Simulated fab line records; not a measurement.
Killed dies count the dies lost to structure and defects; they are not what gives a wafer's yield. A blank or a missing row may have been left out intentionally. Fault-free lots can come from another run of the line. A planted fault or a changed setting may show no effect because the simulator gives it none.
Which tool is to blame? | flow nand-harc | 24 lots with 72 wafers sampled at 5 steps, on a route of 1302 steps

## WHAT EACH GAUGE READ, for each wafer
NHARC_A_CONTACT_CD_MEAS_53. Usual: cd-nm reads 289.4 nm (standard deviation 0.81).
lot  | measured     | on        | cd-nm (nm)        | flag
L074 | day 21 05:37 | cd-sem-03 | 288.8 288.8 288.9 |
L075 | day 22 04:43 | cd-sem-02 | 290.5 290.0 289.8 |
L077 | day 22 14:11 | cd-sem-01 | 289.3 290.1 290.3 |
L076 | day 22 17:24 | cd-sem-03 | 289.3 289.3 288.8 |
L078 | day 23 06:28 | cd-sem-01 | 290.2 290.6 290.6 |
L079 | day 23 23:02 | cd-sem-02 | 289.3 290.2 288.9 |
L081 | day 24 04:16 | cd-sem-01 | 289.2 288.4 288.6 |
L080 | day 24 07:04 | cd-sem-03 | 288.0 288.2 288.4 |
L083 | day 24 16:48 | cd-sem-01 | 288.3 287.9 288.6 |
L082 | day 24 18:35 | cd-sem-01 | 290.6 290.6 290.5 |
L084 | day 25 16:01 | cd-sem-01 | 289.3 288.7 288.9 |
L085 | day 25 19:43 | cd-sem-01 | 289.2 289.1 289.2 |
L086 | day 26 19:49 | cd-sem-03 | 290.2 290.5 289.4 |
L087 | day 27 06:21 | cd-sem-02 | 288.0 289.0 289.7 |
L089 | day 27 18:07 | cd-sem-01 | 287.7 288.4 288.3 |
L088 | day 27 20:06 | cd-sem-02 | 288.4 288.6 288.5 |
L090 | day 28 03:41 | cd-sem-01 | 289.6 290.2 290.2 |
L091 | day 28 04:17 | cd-sem-02 | 290.1 290.3 290.6 |
L092 | day 30 00:37 | cd-sem-02 | 289.8 290.0 289.0 |
L093 | day 30 05:12 | cd-sem-02 | 289.5 288.3 288.2 |
L094 | day 30 08:43 | cd-sem-03 | 290.4 289.4 290.2 |
L095 | day 30 16:07 | cd-sem-01 | 289.5 290.1 289.9 |
L096 | day 31 09:53 | cd-sem-03 | 289.7 290.0 289.4 |
L097 | day 31 14:01 | cd-sem-03 | 290.0 290.4 289.7 |

NHARC_A_CONTACT_OVL_MEAS_09. Usual: overlay-x-nm -0.3 nm, standard deviation 0.92; overlay-y-nm 0.2 nm, standard deviation 0.76.
lot  | measured     | on         | overlay-x-nm (nm) | overlay-y-nm (nm) | flag
L074 | day 21 21:59 | overlay-02 | -1.6 -1.7 -1.4    | 0.1 -0.2 0.0      |
L075 | day 23 01:27 | overlay-02 | -1.2 -1.3 -0.7    | -0.1 -0.5 -0.6    |
L077 | day 23 02:50 | overlay-01 | 0.3 0.2 0.6       | -0.7 -1.2 -0.8    |
L076 | day 23 08:41 | overlay-01 | -1.3 -1.3 -1.3    | 0.8 0.7 0.7       |
L078 | day 23 21:36 | overlay-01 | 1.3 1.6 1.4       | 2.4 2.3 1.6       |
L079 | day 24 16:58 | overlay-01 | -0.9 -1.1 -1.8    | -0.6 -1.2 -1.0    |
L081 | day 24 22:04 | overlay-02 | 0.0 -0.3 0.4      | -1.1 -0.2 -0.5    |
L080 | day 25 02:55 | overlay-01 | -0.6 -0.8 -0.7    | -0.9 -0.6 -0.9    |
L083 | day 25 10:18 | overlay-01 | -2.1 -1.7 -1.8    | -0.1 -0.2 -0.5    |
L082 | day 25 14:19 | overlay-01 | -1.1 -1.4 -1.3    | 0.9 1.4 1.0       |
L084 | day 26 05:16 | overlay-01 | -1.5 -0.8 -0.8    | 0.5 0.8 1.2       |
L085 | day 26 09:17 | overlay-02 | -0.5 -1.0 -0.1    | 0.6 0.7 0.7       |
L086 | day 27 13:20 | overlay-02 | 0.5 0.3 -0.2      | 0.7 0.2 0.5       |
L087 | day 27 19:11 | overlay-02 | -1.1 -0.6 -0.9    | -0.4 -0.2 -0.2    |
L089 | day 28 13:23 | overlay-02 | 0.2 -0.3 0.3      | -0.2 0.2 0.0      |
L088 | day 28 15:08 | overlay-02 | -0.3 -0.4 -0.3    | 0.5 0.7 0.9       |
L090 | day 28 21:27 | overlay-02 | -0.5 -0.7 -1.0    | 0.6 0.8 0.3       |
L091 | day 28 23:26 | overlay-01 | 0.6 0.4 0.5       | 0.0 -0.2 -0.1     |
L092 | day 30 13:40 | overlay-01 | 0.6 1.1 0.3       | 0.4 -0.1 0.6      |
L093 | day 30 20:15 | overlay-01 | -1.3 -0.2 -0.8    | -0.1 -0.5 -0.8    |
L094 | day 30 22:50 | overlay-02 | -0.1 -0.3 -0.9    | 0.4 0.7 0.5       |
L095 | day 31 06:02 | overlay-01 | 1.4 1.3 1.6       | 0.9 1.2 0.9       |
L096 | day 32 02:26 | overlay-01 | 0.6 0.3 0.3       | 0.6 0.4 0.7       |
L097 | day 32 05:34 | overlay-02 | 0.6 1.1 0.6       | 1.2 0.7 0.7       |

## WHAT TOOL EACH LOT RAN ON (gives the tool, then ch and the chambers of the sampled wafers, and finally the start)
lot  | NHARC_A_CONTACT_DEP_58          | NHARC_A_CONTACT_ETCH_129             | NHARC_A_CONTACT_ETCH_130
L074 | pecvd-04 ch 0,2, day 21 12:30   | har-cap-etch-03 ch 0,1, day 21 16:12 | har-cap-etch-03 ch 0,1, day 21 16:23
L075 | pecvd-02 ch 1,2, day 22 13:17   | har-cap-etch-02 ch 0,1, day 22 16:38 | har-cap-etch-02 ch 0,1, day 22 16:49
L077 | pecvd-02 ch 0,1,2, day 22 18:22 | har-cap-etch-01 ch 0,1, day 22 21:43 | har-cap-etch-01 ch 0,1, day 22 21:53
L076 | pecvd-04 ch 0,2, day 22 23:31   | har-cap-etch-03 ch 0,1, day 23 02:41 | har-cap-etch-03 ch 0,1, day 23 02:52
L078 | pecvd-01 ch 0,1,2, day 23 13:01 | har-cap-etch-03 ch 0,1, day 23 16:20 | har-cap-etch-03 ch 0,1, day 23 16:31
L079 | pecvd-04 ch 0,1,2, day 24 03:23 | har-cap-etch-02 ch 0,1, day 24 07:04 | har-cap-etch-02 ch 0,1, day 24 07:14
L081 | pecvd-04 ch 1,2, day 24 08:30   | har-cap-etch-03 ch 0,1, day 24 12:05 | har-cap-etch-03 ch 0,1, day 24 12:19
L080 | pecvd-04 ch 0,1, day 24 15:55   | har-cap-etch-03 ch 0,1, day 24 19:10 | har-cap-etch-03 ch 0,1, day 24 19:20
L083 | pecvd-04 ch 0,2, day 24 23:42   | har-cap-etch-01 ch 0,1, day 25 03:40 | har-cap-etch-01 ch 0,1, day 25 03:51
L082 | pecvd-01 ch 0,1,2, day 25 02:31 | har-cap-etch-02 ch 0,1, day 25 07:07 | har-cap-etch-02 ch 0,1, day 25 07:17
L084 | pecvd-04 ch 1,2, day 25 20:16   | har-cap-etch-03 ch 0,1, day 25 23:39 | har-cap-etch-03 ch 0,1, day 25 23:49
L085 | pecvd-04 ch 0,1, day 25 23:57   | har-cap-etch-02 ch 0,1, day 26 03:37 | har-cap-etch-02 ch 0,1, day 26 03:51
L086 | pecvd-04 ch 0,1,2, day 27 02:13 | har-cap-etch-03 ch 0,1, day 27 05:34 | har-cap-etch-03 ch 0,1, day 27 05:44
L087 | pecvd-01 ch 1,2, day 27 10:32   | har-cap-etch-02 ch 0, day 27 13:55   | har-cap-etch-02 ch 0, day 27 14:05
L089 | pecvd-04 ch 1,2, day 28 01:29   | har-cap-etch-01 ch 0,1, day 28 04:50 | har-cap-etch-01 ch 0,1, day 28 05:01
L088 | pecvd-01 ch 0,1, day 28 06:22   | har-cap-etch-02 ch 0,1, day 28 09:41 | har-cap-etch-02 ch 0,1, day 28 09:52
L090 | pecvd-04 ch 0,2, day 28 10:52   | har-cap-etch-03 ch 0,1, day 28 14:23 | har-cap-etch-03 ch 0,1, day 28 14:34
L091 | pecvd-02 ch 1,2, day 28 11:23   | har-cap-etch-01 ch 0,1, day 28 15:38 | har-cap-etch-01 ch 0,1, day 28 15:49
L092 | pecvd-04 ch 0,1,2, day 30 04:56 | har-cap-etch-03 ch 0,1, day 30 08:11 | har-cap-etch-03 ch 0,1, day 30 08:22
L093 | pecvd-01 ch 1,2, day 30 09:23   | har-cap-etch-02 ch 0,1, day 30 13:40 | har-cap-etch-02 ch 0,1, day 30 14:05
L094 | pecvd-04 ch 0,1,2, day 30 14:02 | har-cap-etch-01 ch 0,1, day 30 17:20 | har-cap-etch-01 ch 0,1, day 30 17:30
L095 | pecvd-02 ch 0,1, day 30 20:20   | har-cap-etch-03 ch 0,1, day 30 23:43 | har-cap-etch-03 ch 0,1, day 30 23:54
L096 | pecvd-02 ch 1,2, day 31 17:37   | har-cap-etch-01 ch 0,1, day 31 20:58 | har-cap-etch-01 ch 0,1, day 31 21:09
L097 | pecvd-01 ch 0,1, day 31 20:53   | har-cap-etch-03 ch 0,1, day 32 00:13 | har-cap-etch-03 ch 0,1, day 32 00:23
- NHARC_A_CONTACT_DEP_58: deposits SiON, target thk 90 nm.
- NHARC_A_CONTACT_ETCH_129: etches the open film in C4F8/O2/Ar, time 197 s, target depth 1918 nm.
- NHARC_A_CONTACT_ETCH_130: etches the open film in C4F8/O2/Ar, time 197 s, target depth 1918 nm.

## AS READ BY THE TOOLS THEMSELVES (means over the sampled wafers that have a number; for cases with no such wafer, the mark the record gives instead)
NHARC_A_CONTACT_DEP_58. Usual: heater-power-w reads 722 W (standard deviation 85).
lot  | tool     | heater-power-w (W) | flag
L074 | pecvd-04 | 791                |
L075 | pecvd-02 | 729                |
L077 | pecvd-02 | 725                |
L076 | pecvd-04 | 748                |
L078 | pecvd-01 | 700                |
L079 | pecvd-04 | 740                |
L081 | pecvd-04 | 672                |
L080 | pecvd-04 | 709                |
L083 | pecvd-04 | 757                |
L082 | pecvd-01 | 701                |
L084 | pecvd-04 | 666                |
L085 | pecvd-04 | 757                |
L086 | pecvd-04 | 748                |
L087 | pecvd-01 | 666                |
L089 | pecvd-04 | 724                |
L088 | pecvd-01 | 728                |
L090 | pecvd-04 | 803                |
L091 | pecvd-02 | 722                |
L092 | pecvd-04 | 705                |
L093 | pecvd-01 | 674                |
L094 | pecvd-04 | 762                |
L095 | pecvd-02 | 707                |
L096 | pecvd-02 | 678                |
L097 | pecvd-01 | 740                |

NHARC_A_CONTACT_ETCH_129. Usual: chamber-pressure-mTorr reads 19.999 mTorr (standard deviation 0.018).
lot  | tool            | chamber-pressure-mTorr (mTorr) | flag
L074 | har-cap-etch-03 | 20.004                         |
L075 | har-cap-etch-02 | 20.005                         |
L077 | har-cap-etch-01 | 19.994                         |
L076 | har-cap-etch-03 | 20.000                         |
L078 | har-cap-etch-03 | 19.985                         |
L079 | har-cap-etch-02 | 19.997                         |
L081 | har-cap-etch-03 | 20.014                         |
L080 | har-cap-etch-03 | 20.003                         |
L083 | har-cap-etch-01 | 20.012                         |
L082 | har-cap-etch-02 | 20.004                         |
L084 | har-cap-etch-03 | 20.017                         |
L085 | har-cap-etch-02 | 19.976                         |
L086 | har-cap-etch-03 | 20.013                         |
L087 | har-cap-etch-02 | 20.001                         |
L089 | har-cap-etch-01 | 20.000                         |
L088 | har-cap-etch-02 | 20.024                         |
L090 | har-cap-etch-03 | 19.985                         |
L091 | har-cap-etch-01 | 19.981                         |
L092 | har-cap-etch-03 | 19.995                         |
L093 | har-cap-etch-02 | 20.000                         |
L094 | har-cap-etch-01 | 20.003                         |
L095 | har-cap-etch-03 | 20.010                         |
L096 | har-cap-etch-01 | 20.018                         |
L097 | har-cap-etch-03 | 19.979                         |

NHARC_A_CONTACT_ETCH_130. Usual: chamber-pressure-mTorr reads 20.000 mTorr (standard deviation 0.016).
lot  | tool            | chamber-pressure-mTorr (mTorr) | flag
L074 | har-cap-etch-03 | 20.005                         |
L075 | har-cap-etch-02 | 20.007                         |
L077 | har-cap-etch-01 | 19.984                         |
L076 | har-cap-etch-03 | 20.003                         |
L078 | har-cap-etch-03 | 19.997                         |
L079 | har-cap-etch-02 | 20.006                         |
L081 | har-cap-etch-03 | 19.991                         |
L080 | har-cap-etch-03 | 20.001                         |
L083 | har-cap-etch-01 | 19.990                         |
L082 | har-cap-etch-02 | 19.997                         |
L084 | har-cap-etch-03 | 19.991                         |
L085 | har-cap-etch-02 | 19.998                         |
L086 | har-cap-etch-03 | 19.995                         |
L087 | har-cap-etch-02 | 19.998                         |
L089 | har-cap-etch-01 | 19.987                         |
L088 | har-cap-etch-02 | 20.007                         |
L090 | har-cap-etch-03 | 19.992                         |
L091 | har-cap-etch-01 | 20.013                         |
L092 | har-cap-etch-03 | 19.998                         |
L093 | har-cap-etch-02 | 20.003                         |
L094 | har-cap-etch-01 | 20.009                         |
L095 | har-cap-etch-03 | 20.010                         |
L096 | har-cap-etch-01 | 19.985                         |
L097 | har-cap-etch-03 | 20.003                         |

## THE ANSWER, worked out from the rows above alone
Rule: lot off if the mean of its wafers having a number is beyond 3 standard deviations from the usual mean. Also off: a lot with no number at a reading for which 4 or more lots have one. The other lots that the step has rows for count as sound. After the gauges, taken in route order, come the tools' own readings; for these a lot's mean is taken, as printed above. The first step at which some lot is off is used, and at that step the reading that is off furthest; a lot without a number counts as furthest.
Across all readings shown, no lot is off: no conclusion can be drawn from this.

## WHAT HAD BEEN PUT IN BY THE SIMULATOR
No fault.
